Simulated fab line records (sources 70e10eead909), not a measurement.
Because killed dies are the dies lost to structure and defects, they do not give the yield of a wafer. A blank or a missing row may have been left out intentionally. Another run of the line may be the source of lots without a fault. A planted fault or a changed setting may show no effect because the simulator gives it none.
The tool behind it: which one? -- flow nand-harc -- Sampling: 7 lots, 21 wafers, 2 of 1302 route steps

WHAT THE GAUGES SHOWED, per wafer
NHARC_A_ONON_D2_THK_MEAS_30: measures by ellipsometry.
lot,measured,on,thk-nm (nm)
L296,day 13 07:50,film-metro-01,990 992 989
L300,day 14 18:28,film-metro-01,1008 1011 1011
L302,day 16 01:59,film-metro-02,1000 1001 1000
L305,day 17 07:02,film-metro-02,999 1000 998
L308,day 18 14:57,film-metro-01,1012 1011 1010
L312,day 19 17:25,film-metro-01,1202 1201 1200 1202 1200 1202
L319,day 22 16:58,film-metro-01,991 991 990

WHICH TOOL RAN EACH LOT (tool, then ch and the chambers of the sampled wafers, then the start)
lot,NHARC_A_ONON_D2_DEP_28
L296,"pecvd-onon-03 ch 0, day 13 07:19"
L300,"pecvd-onon-01 ch 0, day 14 18:01"
L302,"pecvd-onon-01 ch 0, day 16 01:35"
L305,"pecvd-onon-03 ch 0, day 17 06:31"
L308,"pecvd-onon-01 ch 0, day 18 14:26"
L312,"pecvd-onon-01 ch 0, day 19 16:53"
L319,"pecvd-onon-04 ch 0, day 22 16:27"
- NHARC_A_ONON_D2_DEP_28: target thk 1000 nm.

THE ANSWER, worked out from the rows above alone
Rule: the lots themselves supply what counts as usual. Put in order of their means at a reading, lots are off if they are a third of the lots or fewer, leave a main group of 4 or more, and stand apart from it by a gap of 3 or more times the standard deviation of the main group's means; of several such gaps the widest counts. The tables above print the reading to a certain number of digits; a main group whose means all agree to those digits is not used. A lot without any number at a reading at which 4 lots or more have one is off too. The other lots that the step has rows for count as sound.
Off, at NHARC_A_ONON_D2_THK_MEAS_30 on thk-nm: L312. The main group: mean 1000 nm, standard deviation 8.2.
If a tool, at a process step before that reading, ran all the lots that are off and no sound lot after the first of them, it fits. Gauges at NHARC_A_ONON_D2_THK_MEAS_30: tried the same way as those tools. One fits: NHARC_A_ONON_D2_DEP_28 on pecvd-onon-01. A fault onset in the window from L308 (day 18 14:26, its last sound lot) to L312 (day 19 16:53, its first lot off) fits.

WHAT HAD BEEN PUT IN BY THE SIMULATOR
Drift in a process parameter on pecvd-onon-01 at NHARC_A_ONON_D2_DEP_28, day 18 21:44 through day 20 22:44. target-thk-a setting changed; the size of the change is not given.
Shown lots that were struck: L312. The rule above found the same.
